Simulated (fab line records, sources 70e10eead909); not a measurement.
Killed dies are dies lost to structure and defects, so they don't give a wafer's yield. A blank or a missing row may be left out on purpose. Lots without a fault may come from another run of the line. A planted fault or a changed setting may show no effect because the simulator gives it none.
Chamber matching | flow nand_harc | NHARC_A_M0_DESCUM_14 on rie_diel-12: 4 sister chambers
The step chemistry O2, time 3 s. 30 wafers are shown with their chamber, then 12 later ones without.

WAFERS WITH THEIR CHAMBER
wafer  | chamber | showerhead_plenum_p_Torr (Torr) | drypump_motor_current_A (A) | oes_product_au (a.u.)
L075.2 | 2       | 1.80                            | 5.3                         | 0.996
L075.3 | 1       | 1.88                            | 5.8                         | 1.002
L075.5 | 3       | 1.89                            | 4.9                         | 1.006
L077.2 | 1       | 1.88                            | 5.8                         | 0.992
L077.3 | 0       | 1.83                            | 5.5                         | 1.017
L077.5 | 3       | 1.89                            | 5.0                         | 0.994
L078.2 | 3       | 1.89                            | 5.0                         | 0.996
L078.3 | 1       | 1.88                            | 5.8                         | 0.989
L078.5 | 1       | 1.88                            | 5.8                         | 0.980
L079.3 | 3       | 1.89                            | 5.0                         | 1.001
L079.4 | 1       | 1.88                            | 5.8                         | 0.980
L079.5 | 2       | 1.80                            | 5.3                         | 0.972
L083.1 | 1       | 1.88                            | 5.8                         | 0.998
L083.2 | 2       | 1.79                            | 5.3                         | 0.993
L083.3 | 3       | 1.89                            | 5.0                         | 1.005
L083.4 | 0       | 1.83                            | 5.6                         | 1.014
L083.5 | 1       | 1.88                            | 5.8                         | 0.996
L083.6 | 2       | 1.79                            | 5.3                         | 0.980
L084.3 | 1       | 1.88                            | 5.8                         | 0.995
L084.4 | 0       | 1.83                            | 5.5                         | 1.006
L084.5 | 0       | 1.83                            | 5.5                         | 1.009
L086.1 | 1       | 1.88                            | 5.8                         | 0.987
L086.3 | 2       | 1.79                            | 5.3                         | 0.979
L086.4 | 2       | 1.79                            | 5.3                         | 0.983
L089.1 | 2       | 1.79                            | 5.3                         | 0.989
L089.2 | 1       | 1.88                            | 5.8                         | 0.992
L089.6 | 2       | 1.79                            | 5.3                         | 0.996
L089.3 | 3       | 1.89                            | 5.0                         | 0.997
L089.4 | 0       | 1.83                            | 5.5                         | 1.012
L089.5 | 3       | 1.89                            | 5.0                         | 1.000

SIGNATURES (means of the wafers above)
reading                  | chamber 0 | chamber 1 | chamber 2 | chamber 3 | scatter within a chamber
showerhead_plenum_p_Torr | 1.8300    | 1.8800    | 1.7925    | 1.8900    | 0.0024
drypump_motor_current_A  | 5.520     | 5.800     | 5.300     | 4.986     | 0.0252
oes_product_au           | 1.01160   | 0.99110   | 0.98600   | 0.99986   | 0.00685
Rule: a wafer's distance from a chamber is the root of the sum, over the readings, of the square of ((its reading less the chamber's mean) divided by the reading's scatter). The wafer belongs to the nearest chamber; if the next one is less than 2 further off, it can't be placed. The scatter: the root of (the sum of the squares of (reading less its chamber's mean) over the shown wafers, divided by (wafers less chambers)).

WAFERS WITHOUT THEIR CHAMBER
wafer  | showerhead_plenum_p_Torr (Torr) | drypump_motor_current_A (A) | oes_product_au (a.u.)
L094.3 | 1.79                            | 5.2                         | 0.990
L094.4 | 1.89                            | 5.0                         | 0.991
L094.5 | 1.88                            | 5.8                         | 0.976
L091.2 | 1.83                            | 5.6                         | 1.007
L091.3 | 1.89                            | 5.0                         | 0.992
L091.6 | 1.79                            | 5.3                         | 0.985
L093.2 | 1.88                            | 5.8                         | 0.986
L093.3 | 1.83                            | 5.5                         | 1.013
L093.5 | 1.89                            | 5.0                         | 1.002
L096.3 | 1.83                            | 5.5                         | 1.012
L096.5 | 1.83                            | 5.5                         | 1.005
L096.6 | 1.88                            | 5.8                         | 0.981

WHICH CHAMBER EACH WENT THROUGH
wafer  | from the rows above | in truth
L094.3 | 2                   | 2
L094.4 | 3                   | 3
L094.5 | 1                   | 1
L091.2 | 0                   | 0
L091.3 | 3                   | 3
L091.6 | 2                   | 2
L093.2 | 1                   | 1
L093.3 | 0                   | 0
L093.5 | 3                   | 3
L096.3 | 0                   | 0
L096.5 | 0                   | 0
L096.6 | 1                   | 1
Placed correctly: 12 of 12. Can't be placed from these rows: 0. Placed wrongly: 0.
